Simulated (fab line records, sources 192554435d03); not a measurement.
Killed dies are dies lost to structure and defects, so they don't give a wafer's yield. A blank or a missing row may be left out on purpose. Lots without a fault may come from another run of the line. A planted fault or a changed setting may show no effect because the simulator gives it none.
Chamber matching | flow n5_finfet | N5_BEOL_M15_ETCH_57 on rie_diel-01: 4 sister chambers
The step etches SOC in N2/H2, time 750 s. 8 wafers are shown with their chamber, then 9 later ones without.

WAFERS WITH THEIR CHAMBER
wafer  | chamber | showerhead_plenum_p_Torr (Torr) | throttle_valve_pct (%)
L079.6 | 2       | 2.55                            | 17.41
L080.2 | 2       | 2.55                            | 17.42
L083.6 | 3       | 2.33                            | 17.88
L084.5 | 1       | 2.62                            | 17.60
L084.6 | 0       | 2.56                            | 17.47
L082.2 | 3       | 2.32                            | 17.91
L082.3 | 0       | 2.56                            | 17.45
L082.4 | 1       | 2.62                            | 17.61

WAFERS WITHOUT THEIR CHAMBER
wafer  | showerhead_plenum_p_Torr (Torr) | throttle_valve_pct (%)
L088.3 | 2.32                            | 17.93
L088.4 | 2.56                            | 17.50
L088.6 | 2.32                            | 17.90
L094.2 | 2.32                            | 17.94
L094.4 | 2.55                            | 17.51
L094.5 | 2.55                            | 17.51
L097.4 | 2.61                            | 17.64
L097.5 | 2.54                            | 17.49
L097.6 | 2.31                            | 17.96

WHICH CHAMBER EACH WENT THROUGH
wafer  | from the rows above     | in truth
L088.3 | 3                       | 3
L088.4 | 0                       | 0
L088.6 | 3                       | 3
L094.2 | 3                       | 3
L094.4 | 0                       | 0
L094.5 | 0                       | 0
L097.4 | 1                       | 1
L097.5 | can't be placed: 0 or 2 | 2
L097.6 | 3                       | 3
Placed correctly: 8 of 9. Can't be placed from these rows: 1 (the true chamber is among the candidates in 1). Placed wrongly: 0.
How it was worked out, from the rows above alone: a wafer's distance from a chamber is the root of the sum, over the readings, of the square of ((its reading less the chamber's mean) divided by the reading's scatter). The wafer belongs to the nearest chamber; if the next one is less than 2 further off, it can't be placed. A chamber's mean is the mean of its shown wafers. The scatter: the root of (the sum of the squares of (reading less its chamber's mean) over the shown wafers, divided by (wafers less chambers)).
